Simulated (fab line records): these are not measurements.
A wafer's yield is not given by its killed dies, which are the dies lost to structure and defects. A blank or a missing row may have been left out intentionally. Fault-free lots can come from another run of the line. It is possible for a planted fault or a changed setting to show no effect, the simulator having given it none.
Which tool did it?	flow nandHarc	24 lots with 72 wafers sampled at 6 steps, on a route of 1159 steps

== WHAT THE GAUGES SHOWED, per wafer ==
The record holds no reading of a measuring or inspecting step that can be judged against a usual standard deviation.

== TOOL THAT RAN EACH LOT (tool first, then ch and the chambers of the sampled wafers, then the start) ==
lot	NHARC_P_M1_ANNEAL_31	NHARC_P_M1_PRE_CLEAN_32	NHARC_P_M2_ETCH_28	NHARC_P_M2_ANNEAL_31	NHARC_P_M2_DEP_33	NHARC_P_BONDPAD_PRE_CLEAN_26
L074	rtpAnneal-01 ch 0, day 6 02:23	pecvd-02 ch 1,2, day 6 03:18	rieDiel-05 ch 0,2,3, day 6 06:39 or earlier	rtpAnneal-02 ch 0, day 6 06:39	pecvd-02 ch 1,2, day 6 07:37	pvdSputter-03, no start
L075	rtpAnneal-01 ch 0, day 6 07:01	pecvd-01 ch 0,1, day 6 07:52	rieDiel-06 ch 0,1,2, day 6 11:06 or earlier	rtpAnneal-01 ch 0, day 6 11:06	pecvd-04 ch 0,1, day 6 12:07	pvdSputter-02, no start
L077	rtpAnneal-01 ch 0, day 6 19:43	pecvd-04 ch 1,2, day 6 20:34	rieDiel-06 ch 0,1,2, day 6 23:49 or earlier	rtpAnneal-02 ch 0, day 6 23:49	pecvd-04 ch 0,1,2, day 7 00:46	pvdSputter-02, no start
L076	rtpAnneal-01 ch 0, day 6 22:34	pecvd-02 ch 0,2, day 6 23:26	rieDiel-05 ch 2,3, day 7 02:43 or earlier	rtpAnneal-02 ch 0, day 7 02:43	pecvd-04 ch 0,1,2, day 7 03:43	pvdSputter-02, day 7 06:25
L078	rtpAnneal-01 ch 0, day 6 23:31	pecvd-02 ch 0,1,2, day 7 00:23	rieDiel-05 ch 0,1,3, day 7 03:41 or earlier	rtpAnneal-02 ch 0, day 7 03:41	pecvd-02 ch 0,1, day 7 04:41	pvdSputter-02, day 7 07:32
L079	rtpAnneal-02 ch 0, day 7 13:20	pecvd-01 ch 0,1,2, day 7 14:17	rieDiel-05 ch 1,2,3, day 7 17:26 or earlier	rtpAnneal-01 ch 0, day 7 17:26	pecvd-01 ch 1,2, day 7 18:23	pvdSputter-02, no start
L080	rtpAnneal-02 ch 0, day 7 17:05	pecvd-04 ch 0,1, day 7 18:00	rieDiel-03 ch 0,2,3, day 7 21:12 or earlier	rtpAnneal-02 ch 0, day 7 21:12	pecvd-01 ch 0,1, day 7 22:13	pvdSputter-02, no start
L081	rtpAnneal-02 ch 0, day 7 17:50	pecvd-01 ch 0,2, day 7 18:40	rieDiel-06 ch 0,1,3, day 7 22:02 or earlier	rtpAnneal-02 ch 0, day 7 22:02	pecvd-04 ch 0,1,2, day 7 23:00	pvdSputter-02, no start
L082	rtpAnneal-02 ch 0, day 8 06:28	pecvd-02 ch 0,2, day 8 07:23	rieDiel-05 ch 0,1,2, day 8 10:48 or earlier	rtpAnneal-01 ch 0, day 8 10:48	pecvd-01 ch 1,2, day 8 11:46	pvdSputter-02, no start
L084	rtpAnneal-02 ch 0, day 8 11:39	pecvd-04 ch 0,2, day 8 12:34	rieDiel-05 ch 0,1, day 8 15:56 or earlier	rtpAnneal-01 ch 0, day 8 15:56	pecvd-01 ch 0,2, day 8 16:57	pvdSputter-03, no start
L083	rtpAnneal-02 ch 0, day 8 14:28	pecvd-01 ch 0,2, day 8 15:18	rieDiel-05 ch 0,2,3, day 8 18:37 or earlier	rtpAnneal-02 ch 0, day 8 18:37	pecvd-01 ch 0,1, day 8 19:31	pvdSputter-03, no start
L085	rtpAnneal-02 ch 0, day 8 16:51	pecvd-01 ch 0,1,2, day 8 17:44	rieDiel-06 ch 0,1,2, day 8 21:10 or earlier	rtpAnneal-02 ch 0, day 8 21:10	pecvd-02 ch 0,1,2, day 8 22:11	pvdSputter-01, no start
L086	rtpAnneal-01 ch 0, day 9 08:38	pecvd-02 ch 0,1, day 9 09:31	rieDiel-05 ch 0,1,2, day 9 12:53 or earlier	rtpAnneal-01 ch 0, day 9 12:53	pecvd-01 ch 0,1, day 9 13:54	pvdSputter-03, no start
L087	rtpAnneal-02 ch 0, day 9 09:41	pecvd-01 ch 0,1, day 9 10:32	rieDiel-05 ch 0,1,3, day 9 13:51 or earlier	rtpAnneal-01 ch 0, day 9 13:51	pecvd-01 ch 0,1, day 9 14:49	pvdSputter-03, no start
L088	rtpAnneal-02 ch 0, day 9 21:02	pecvd-04 ch 0,1,2, day 9 21:56	rieDiel-05 ch 0,1,2, day 10 01:06 or earlier	rtpAnneal-02 ch 0, day 10 01:06	pecvd-01 ch 1,2, day 10 02:04	pvdSputter-03, no start
L089	rtpAnneal-02 ch 0, day 9 21:24	pecvd-02 ch 1,2, day 9 22:15	rieDiel-05 ch 0,1,3, day 10 01:51 or earlier	rtpAnneal-01 ch 0, day 10 01:51	pecvd-04 ch 0,1,2, day 10 02:47	pvdSputter-01, no start
L090	rtpAnneal-02 ch 0, day 10 01:25	pecvd-04 ch 1,2, day 10 02:19	rieDiel-05 ch 0,2,3, day 10 05:38 or earlier	rtpAnneal-02 ch 0, day 10 05:38	pecvd-01 ch 0,2, day 10 06:36	pvdSputter-01, no start
L091	rtpAnneal-02 ch 0, day 10 07:55	pecvd-01 ch 0,1,2, day 10 08:49	rieDiel-03 ch 1,3, day 10 11:56 or earlier	rtpAnneal-02 ch 0, day 10 11:56	pecvd-01 ch 0,2, day 10 12:55	pvdSputter-01, no start
L092	rtpAnneal-01 ch 0, day 10 08:34	pecvd-04 ch 0,1, day 10 09:25	rieDiel-06 ch 1,2,3, day 10 12:44 or earlier	rtpAnneal-02 ch 0, day 10 12:44	pecvd-04 ch 0,1,2, day 10 13:38	pvdSputter-02, no start
L094	rtpAnneal-02 ch 0, day 11 06:35	pecvd-02 ch 0,1, day 11 07:32	rieDiel-05 ch 1,2, day 11 10:49 or earlier	rtpAnneal-02 ch 0, day 11 10:49	pecvd-04 ch 0,1,2, day 11 11:47	pvdSputter-01, no start
L093	rtpAnneal-02 ch 0, day 11 07:17	pecvd-04 ch 1,2, day 11 08:08	rieDiel-05 ch 2,3, day 11 11:27 or earlier	rtpAnneal-01 ch 0, day 11 11:27	pecvd-01 ch 1,2, day 11 12:34	pvdSputter-02, no start
L096	rtpAnneal-02 ch 0, day 11 10:13	pecvd-04 ch 1,2, day 11 11:06	rieDiel-03 ch 0,2,3, day 11 14:24 or earlier	rtpAnneal-01 ch 0, day 11 14:24	pecvd-04 ch 1,2, day 11 15:25	pvdSputter-02, no start
L095	rtpAnneal-01 ch 0, day 11 10:32	pecvd-01 ch 0,1, day 11 11:25	rieDiel-05 ch 1,3, day 11 14:43 or earlier	rtpAnneal-02 ch 0, day 11 14:43	pecvd-02 ch 0,1,2, day 11 15:45	pvdSputter-03, no start
L097	rtpAnneal-02 ch 0, day 11 23:47	pecvd-02 ch 1,2, day 12 00:36	rieDiel-05 ch 0,2, day 12 03:59 or earlier	rtpAnneal-01 ch 0, day 12 03:59	pecvd-01 ch 0,1,2, day 12 04:53	pvdSputter-01, no start
- NHARC_P_M1_ANNEAL_31: time 90 s.
- NHARC_P_M1_PRE_CLEAN_32: time 12 s.
- NHARC_P_M2_ETCH_28: etches the open film in CF4/N2, target depth 30 nm, time 72.99 s.
- NHARC_P_M2_ANNEAL_31: time 90 s.
- NHARC_P_M2_DEP_33: deposits SiCN, target thk 30 nm.
- NHARC_P_BONDPAD_PRE_CLEAN_26: time 30 s.

== AS READ BY THE TOOLS THEMSELVES (means over the sampled wafers that have a number; for cases with no such wafer, the mark the record gives instead) ==
NHARC_P_M1_ANNEAL_31. Usual: 225.74 for wafer_temp_C_max, sd 0.25.
lot	tool	wafer_temp_C_max	flag
L074	rtpAnneal-01	225.79	
L075	rtpAnneal-01	225.84	
L077	rtpAnneal-01	226.03	
L076	rtpAnneal-01	225.98	
L078	rtpAnneal-01	226.11	
L079	rtpAnneal-02	225.74	
L080	rtpAnneal-02	225.71	
L081	rtpAnneal-02	225.55	
L082	rtpAnneal-02	225.57	
L084	rtpAnneal-02	225.20	
L083	rtpAnneal-02	225.79	
L085	rtpAnneal-02	225.75	
L086	rtpAnneal-01	225.87	
L087	rtpAnneal-02	225.56	
L088	rtpAnneal-02	225.73	
L089	rtpAnneal-02	225.58	
L090	rtpAnneal-02	225.83	
L091	rtpAnneal-02	225.70	
L092	rtpAnneal-01	225.95	
L094	rtpAnneal-02	225.69	
L093	rtpAnneal-02	225.73	
L096	rtpAnneal-02	225.53	
L095	rtpAnneal-01	226.14	
L097	rtpAnneal-02	225.67	

NHARC_P_M1_PRE_CLEAN_32. Usual: 615 W for heaterPowerW, sd 81.
lot	tool	heaterPowerW (W)	flag
L074	pecvd-02	633	
L075	pecvd-01	728	
L077	pecvd-04	619	
L076	pecvd-02	557	
L078	pecvd-02	633	
L079	pecvd-01	693	
L080	pecvd-04	523	
L081	pecvd-01	638	
L082	pecvd-02	607	
L084	pecvd-04	497	
L083	pecvd-01	694	
L085	pecvd-01	692	
L086	pecvd-02	633	
L087	pecvd-01	753	
L088	pecvd-04	554	
L089	pecvd-02	618	
L090	pecvd-04	604	
L091	pecvd-01	694	
L092	pecvd-04	522	
L094	pecvd-02	640	
L093	pecvd-04	582	
L096	pecvd-04	596	
L095	pecvd-01	637	
L097	pecvd-02	602	

NHARC_P_M2_ETCH_28. Usual: drypumpMotorCurrentA 6.0 A, standard deviation 0.37; oesProductAu 1.004 a.u., standard deviation 0.011; rfVppV 313.6 V, standard deviation 2.1; showerheadPlenumPTorr 2.60 Torr, standard deviation 0.12; throttleValvePct 19.794 %, standard deviation 0.0094.
lot	tool	drypumpMotorCurrentA (A)	oesProductAu (a.u.)	rfVppV (V)	showerheadPlenumPTorr (Torr)	throttleValvePct (%)	flag
L074	rieDiel-05	6.1	0.999	313.6	2.58	19.783	
L075	rieDiel-06	5.6	0.995	314.2	2.65	19.788	
L077	rieDiel-06	5.6	0.999	314.2	2.65	19.788	
L076	rieDiel-05	6.5	1.004	315.7	2.68	19.799	
L078	rieDiel-05	6.1	0.997	314.4	2.65	19.790	
L079	rieDiel-05	6.3	0.993	314.3	2.65	19.800	
L080	rieDiel-03	6.1	1.004	313.7	2.59	19.783	
L081	rieDiel-06	5.7	1.004	311.8	2.53	19.789	
L082	rieDiel-05	6.0	1.008	313.1	2.55	19.802	
L084	rieDiel-05	5.9	1.007	312.5	2.62	19.792	
L083	rieDiel-05	6.1	1.001	313.8	2.58	19.796	
L085	rieDiel-06	5.6	0.995	314.4	2.64	19.785	
L086	rieDiel-05	5.9	1.005	312.6	2.55	19.784	
L087	rieDiel-05	6.1	1.013	314.9	2.65	19.802	
L088	rieDiel-05	6.0	1.009	312.7	2.55	19.793	
L089	rieDiel-05	6.1	1.011	314.9	2.65	19.791	
L090	rieDiel-05	6.1	1.006	313.4	2.58	19.799	
L091	rieDiel-03	6.3	0.997	314.0	2.62	19.794	
L092	rieDiel-06	5.8	1.001	314.0	2.61	19.799	
L094	rieDiel-05	6.2	1.018	312.6	2.55	19.794	
L093	rieDiel-05	6.5	1.014	314.0	2.68	19.796	
L096	rieDiel-03	6.1	0.996	313.1	2.58	19.786	
L095	rieDiel-05	6.3	1.010	315.5	2.72	19.798	
L097	rieDiel-05	6.0	1.010	311.5	2.48	19.807	

NHARC_P_M2_ANNEAL_31. Usual: 225.73 for wafer_temp_C_max, sd 0.26.
lot	tool	wafer_temp_C_max	flag
L074	rtpAnneal-02	225.98	
L075	rtpAnneal-01	225.61	
L077	rtpAnneal-02	225.43	
L076	rtpAnneal-02	225.66	
L078	rtpAnneal-02	225.90	
L079	rtpAnneal-01	226.02	
L080	rtpAnneal-02	225.66	
L081	rtpAnneal-02	225.51	
L082	rtpAnneal-01	226.14	
L084	rtpAnneal-01	226.09	
L083	rtpAnneal-02	225.80	
L085	rtpAnneal-02	225.63	
L086	rtpAnneal-01	225.93	
L087	rtpAnneal-01	225.83	
L088	rtpAnneal-02	225.58	
L089	rtpAnneal-01	225.71	
L090	rtpAnneal-02	225.60	
L091	rtpAnneal-02	225.56	
L092	rtpAnneal-02	225.51	
L094	rtpAnneal-02	225.49	
L093	rtpAnneal-01	225.87	
L096	rtpAnneal-01	225.96	
L095	rtpAnneal-02	225.57	
L097	rtpAnneal-01	225.82	

NHARC_P_M2_DEP_33. Usual: heaterPowerW 574 W, standard deviation 83; showerheadVppV 1339 V, standard deviation 68.
lot	tool	heaterPowerW (W)	showerheadVppV (V)	flag
L074	pecvd-02	569	1493	
L075	pecvd-04	483	1289	
L077	pecvd-04	502	1329	
L076	pecvd-04	537	1322	
L078	pecvd-02	583	1440	
L079	pecvd-01	651	1285	
L080	pecvd-01	668	1315	
L081	pecvd-04	495	1337	
L082	pecvd-01	630	1271	
L084	pecvd-01	589	1346	
L083	pecvd-01	686	1284	
L085	pecvd-02	564	1436	
L086	pecvd-01	647	1319	
L087	pecvd-01	608	1291	
L088	pecvd-01	550	1312	
L089	pecvd-04	515	1329	
L090	pecvd-01	608	1332	
L091	pecvd-01	598	1325	
L092	pecvd-04	504	1321	
L094	pecvd-04	538	1334	
L093	pecvd-01	634	1277	
L096	pecvd-04	537	1319	
L095	pecvd-02	537	1449	
L097	pecvd-01	639	1305	

NHARC_P_BONDPAD_PRE_CLEAN_26. Usual: 429 W for heaterPowerW, sd 54.
lot	tool	heaterPowerW (W)	flag
L074	pvdSputter-03	425	
L075	pvdSputter-02	434	
L077	pvdSputter-02	429	
L076	pvdSputter-02	476	
L078	pvdSputter-02	418	
L079	pvdSputter-02	482	
L080	pvdSputter-02	437	
L081	pvdSputter-02	489	
L082	pvdSputter-02	435	
L084	pvdSputter-03	372	
L083	pvdSputter-03	381	
L085	pvdSputter-01	447	
L086	pvdSputter-03	402	
L087	pvdSputter-03	382	
L088	pvdSputter-03	423	
L089	pvdSputter-01	450	
L090	pvdSputter-01	423	
L091	pvdSputter-01	449	
L092	pvdSputter-02	456	
L094	pvdSputter-01	452	
L093	pvdSputter-02	463	
L096	pvdSputter-02	386	
L095	pvdSputter-03	401	
L097	pvdSputter-01	432	

== THE ANSWER, worked out from the rows above alone ==
Rule: take the mean of a lot's wafers that have a number; if it is more than 3 standard deviations from the usual mean, the lot is off. A lot without any number at a reading at which 4 lots or more have one is off too. Any other lot the step has rows for is counted as sound. After the gauges, taken in route order, come the tools' own readings; for these a lot's mean is taken, as printed above. At the first step where some lot is off, the reading lying furthest off is the one used; lots without a number count as furthest.
No lot is off on any of the readings shown, so nothing can be concluded from this.

== WHAT HAD BEEN PUT IN BY THE SIMULATOR ==
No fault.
